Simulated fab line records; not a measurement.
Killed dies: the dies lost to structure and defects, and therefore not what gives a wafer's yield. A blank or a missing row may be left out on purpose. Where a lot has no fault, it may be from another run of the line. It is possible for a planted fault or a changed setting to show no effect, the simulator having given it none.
Which of the tools did it? + flow n5 finfet + Sampling: 10 lots, 30 wafers, 5 of 1938 route steps

== WHAT THE GAUGES READ, wafer by wafer ==
N5_FIN_SAQP_THK_MEAS_07. Usual: 60.1 nm for thk nm, sd 0.88.
| lot  | measured    | on            | thk nm (nm)    | flag |
|------|-------------|---------------|----------------|------|
| L815 | day 2 04:40 | film metro-01 | 59.0 60.8 62.6 |      |
| L817 | day 2 15:25 | film metro-01 | 59.3 60.2 61.8 |      |
| L819 | day 3 03:00 | film metro-01 | 58.0 60.1 60.7 |      |
| L825 | day 4 15:29 | film metro-01 | 58.6 60.1 61.3 |      |
| L826 | day 4 20:53 | film metro-01 | 59.3 59.1 60.1 |      |
| L828 | day 5 09:00 | film metro-01 | 59.7 60.9 60.7 |      |
| L832 | day 6 09:22 | film metro-01 | 59.0 59.0 60.8 |      |
| L833 | day 6 17:13 | film metro-02 | 60.7 59.7 60.9 |      |
| L834 | day 6 21:59 | film metro-02 | 59.2 60.0 61.9 |      |
| L836 | day 7 10:31 | film metro-02 | 59.7 61.8 61.3 |      |

N5_BEOL_M4_RC_MEAS_101. Usual: DIBL_N 36.4 mV/V, standard deviation 2.7; DIBL_P 36 mV/V, standard deviation 3.2; IOFF_N 0.16 nA/um, standard deviation 0.046; IOFF_P 0.21 nA/um, standard deviation 0.055; ION_N 677 uA/um, standard deviation 15; ION_P 464 uA/um, standard deviation 11; SS_N 71.5 mV/dec, standard deviation 0.79; SS_P 73.3 mV/dec, standard deviation 0.93; VT_N 250 mV, standard deviation 4.1; VT_P -251 mV, standard deviation 4.4.
| lot  | measured     | on        | DIBL_N (mV/V)  | DIBL_P (mV/V) | IOFF_N (nA/um) | IOFF_P (nA/um) | ION_N (uA/um) | ION_P (uA/um) | SS_N (mV/dec)  | SS_P (mV/dec)  | VT_N (mV)   | VT_P (mV)      | flag |
|------|--------------|-----------|----------------|---------------|----------------|----------------|---------------|---------------|----------------|----------------|-------------|----------------|------|
| L815 | day 7 22:32  | prober-02 | 37.0 43.5 39.5 | 35 44 38      | 0.16 0.32 0.22 | 0.21 0.42 0.29 | 680 733 692   | 467 500 479   | 71.0 72.7 71.5 | 73.8 76.2 73.5 | 249 242 244 | -249 -240 -245 |      |
| L817 | day 8 21:05  | prober-01 | 38.3 37.2 35.4 | 40 38 36      | 0.22 0.19 0.16 | 0.36 0.28 0.26 | 695 691 682   | 487 478 481   | 72.9 72.2 72.0 | 73.0 73.6 73.0 | 242 245 248 | -239 -242 -243 |      |
| L819 | day 10 00:55 | prober-02 | 32.8 35.5 34.9 | 32 35 34      | 0.11 0.15 0.14 | 0.14 0.19 0.16 | 648 673 696   | 457 457 462   | 70.1 70.9 72.1 | 72.0 72.6 73.0 | 253 249 250 | -255 -253 -255 |      |
| L825 | day 11 11:20 | prober-01 | 36.4 35.7 35.9 | 37 35 37      | 0.17 0.15 0.18 | 0.26 0.22 0.26 | 683 678 695   | 470 470 484   | 71.5 71.1 71.2 | 73.6 72.9 72.8 | 248 249 246 | -245 -248 -249 |      |
| L826 | day 11 09:40 | prober-02 | 35.0 33.4 32.7 | 36 34 33      | 0.17 0.15 0.13 | 0.21 0.20 0.17 | 704 691 668   | 478 471 460   | 71.3 70.3 70.5 | 73.8 72.8 72.9 | 246 246 249 | -248 -248 -253 |      |
| L828 | day 11 17:33 | prober-02 | 33.3 38.7 36.7 | 34 39 35      | 0.12 0.24 0.18 | 0.18 0.25 0.19 | 656 684 653   | 454 456 445   | 71.3 72.1 72.6 | 73.1 75.0 73.5 | 254 244 252 | -254 -251 -254 |      |
| L832 | day 12 22:44 | prober-02 | 34.7 37.8 34.3 | 35 41 36      | 0.13 0.18 0.12 | 0.14 0.22 0.16 | 667 671 658   | 445 450 445   | 71.0 72.3 71.2 | 72.4 73.9 72.7 | 255 251 254 | -255 -253 -258 |      |
| L833 | day 13 05:12 | prober-02 | 36.9 37.6 37.0 | 38 37 36      | 0.17 0.17 0.17 | 0.24 0.24 0.22 | 689 675 676   | 475 466 454   | 71.3 72.1 71.6 | 74.3 74.6 74.0 | 247 249 248 | -247 -248 -247 |      |
| L834 | day 13 10:51 | prober-01 | 36.5 32.8 35.4 | 35 31 34      | 0.14 0.10 0.13 | 0.19 0.14 0.17 | 663 659 670   | 462 453 461   | 70.9 70.5 71.1 | 72.6 72.4 72.0 | 250 256 252 | -251 -256 -255 |      |
| L836 | day 14 07:22 | prober-02 | 40.0 36.7 41.0 | 38 34 40      | 0.21 0.14 0.23 | 0.22 0.16 0.25 | 677 659 689   | 457 448 467   | 72.4 71.2 72.3 | 73.5 72.5 74.2 | 249 253 247 | -253 -257 -252 |      |

== WHICH TOOL RAN EACH LOT (tool, then ch and the chambers of the sampled wafers, then the start) ==
| lot  | N5_FIN_SAQP_HM_DEP_03          | N5_FIN_SAQP_HM_DEP_72          | N5_FIN_SAQP_COAT_10              |
|------|--------------------------------|--------------------------------|----------------------------------|
| L815 | pecvd-02 ch 0,1, day 2 04:17   | pecvd-01 ch 0,1,2, day 2 04:43 | litho track-05 ch 0, day 2 04:47 |
| L817 | pecvd-01 ch 0,1,2, day 2 15:03 | pecvd-02 ch 0,1, day 2 15:29   | litho track-05 ch 0, day 2 15:34 |
| L819 | pecvd-02 ch 0,1,2, day 3 02:43 | pecvd-03 ch 0,1,2, day 3 03:02 | litho track-03 ch 0, day 3 03:07 |
| L825 | pecvd-02 ch 0,2, day 4 15:11   | pecvd-01 ch 0,2, day 4 15:31   | litho track-05 ch 0, day 4 15:37 |
| L826 | pecvd-02 ch 0,2, day 4 20:35   | pecvd-01 ch 1,2, day 4 20:56   | litho track-05 ch 0, day 4 21:01 |
| L828 | pecvd-01 ch 1,2, day 5 08:43   | pecvd-02 ch 0,2, day 5 09:02   | litho track-04 ch 0, day 5 09:07 |
| L832 | pecvd-02 ch 0,1,2, day 6 09:05 | pecvd-03 ch 0,1,2, day 6 09:25 | litho track-03 ch 0, day 6 09:29 |
| L833 | pecvd-03 ch 0,1, day 6 16:55   | pecvd-01 ch 0,1,2, day 6 17:15 | litho track-03 ch 0, day 6 17:20 |
| L834 | pecvd-01 ch 0,1,2, day 6 21:42 | pecvd-01 ch 0,1, day 6 22:02   | litho track-05 ch 0, day 6 22:07 |
| L836 | pecvd-03 ch 0,2, day 7 10:14   | pecvd-01 ch 0,1, day 7 10:34   | litho track-05 ch 0, day 7 10:38 |
- N5_FIN_SAQP_HM_DEP_03: deposits SiNx from SiH4/NH3/N2, target thk 38 nm, time 33.6 s.
- N5_FIN_SAQP_HM_DEP_72: deposits SiO2 from SiH4/N2O, target thk 12 nm, time 7.2 s.
- N5_FIN_SAQP_COAT_10: resist thk 90 nm.

== WHAT THE TOOLS THEMSELVES READ (means of the sampled wafers that have a number; where no wafer has one, the mark that the record gives instead) ==
N5_FIN_SAQP_HM_DEP_03. Usual: heater power outer w 446 W, standard deviation 56; heater power w 743 W, standard deviation 93; showerhead plenum p Torr 5.12 Torr, standard deviation 0.048; throttle valve pct 39.9 %, standard deviation 2.3.
| lot  | tool     | heater power outer w (W) | heater power w (W) | showerhead plenum p Torr (Torr) | throttle valve pct (%) | flag |
|------|----------|--------------------------|--------------------|---------------------------------|------------------------|------|
| L815 | pecvd-02 | 425                      | 707                | 5.11                            | 42.8                   |      |
| L817 | pecvd-01 | 510                      | 836                | 5.15                            | 38.8                   |      |
| L819 | pecvd-02 | 423                      | 708                | 5.11                            | 40.1                   |      |
| L825 | pecvd-02 | 397                      | 661                | 5.12                            | 39.2                   |      |
| L826 | pecvd-02 | 420                      | 684                | 5.12                            | 39.2                   |      |
| L828 | pecvd-01 | 527                      | 916                | 5.13                            | 39.4                   |      |
| L832 | pecvd-02 | 411                      | 689                | 5.11                            | 40.5                   |      |
| L833 | pecvd-03 | 417                      | 708                | 5.11                            | 40.0                   |      |
| L834 | pecvd-01 | 489                      | 799                | 5.15                            | 39.0                   |      |
| L836 | pecvd-03 | 382                      | 641                | 5.17                            | 38.1                   |      |

N5_FIN_SAQP_HM_DEP_72. Usual: heater power outer w 452 W, standard deviation 63; heater power w 754 W, standard deviation 110; showerhead plenum p Torr 8.11 Torr, standard deviation 0.11.
| lot  | tool     | heater power outer w (W) | heater power w (W) | showerhead plenum p Torr (Torr) | flag |
|------|----------|--------------------------|--------------------|---------------------------------|------|
| L815 | pecvd-01 | 501                      | 840                | 8.15                            |      |
| L817 | pecvd-02 | 369                      | 640                | 8.06                            |      |
| L819 | pecvd-03 | 402                      | 677                | 8.10                            |      |
| L825 | pecvd-01 | 475                      | 773                | 8.19                            |      |
| L826 | pecvd-01 | 491                      | 839                | 8.23                            |      |
| L828 | pecvd-02 | 469                      | 759                | 8.13                            |      |
| L832 | pecvd-03 | 421                      | 695                | 8.10                            |      |
| L833 | pecvd-01 | 469                      | 786                | 8.17                            |      |
| L834 | pecvd-01 | 535                      | 878                | 8.09                            |      |
| L836 | pecvd-01 | 516                      | 835                | 8.08                            |      |

N5_FIN_SAQP_COAT_10. Usual: 1499.9 rpm for spin speed rpm, sd 0.95.
| lot  | tool           | spin speed rpm (rpm) | flag |
|------|----------------|----------------------|------|
| L815 | litho track-05 | 1499.6               |      |
| L817 | litho track-05 | 1499.9               |      |
| L819 | litho track-03 | 1500.1               |      |
| L825 | litho track-05 | 1500.7               |      |
| L826 | litho track-05 | 1501.5               |      |
| L828 | litho track-04 | 1500.5               |      |
| L832 | litho track-03 | 1500.6               |      |
| L833 | litho track-03 | 1500.1               |      |
| L834 | litho track-05 | 1604.3               | OFF  |
| L836 | litho track-05 | 1604.5               | OFF  |

== THE ANSWER, worked out from the rows above alone ==
Rule: a lot is off if the mean of its wafers that have a number lies more than 3 standard deviations from the usual mean. A lot without any number at a reading at which 4 lots or more have one is off too. Where the step has rows for the other lots, those lots are counted as sound. After the gauges, taken in route order, come the tools' own readings; for these a lot's mean is taken, as printed above. The first step at which some lot is off is used, and at that step the reading that is off furthest; a lot without a number counts as furthest.
Off at N5_FIN_SAQP_COAT_10 (spin speed rpm): L834, L836.
If a tool, at that step or one of the process steps before it, ran each lot that is off and ran no sound lot following the first of them, it fits. 2 tools fit, pecvd-01 at N5_FIN_SAQP_HM_DEP_72 and litho track-05 at N5_FIN_SAQP_COAT_10, so this cannot tell which one it is.

== WHAT HAD BEEN PUT IN BY THE SIMULATOR ==
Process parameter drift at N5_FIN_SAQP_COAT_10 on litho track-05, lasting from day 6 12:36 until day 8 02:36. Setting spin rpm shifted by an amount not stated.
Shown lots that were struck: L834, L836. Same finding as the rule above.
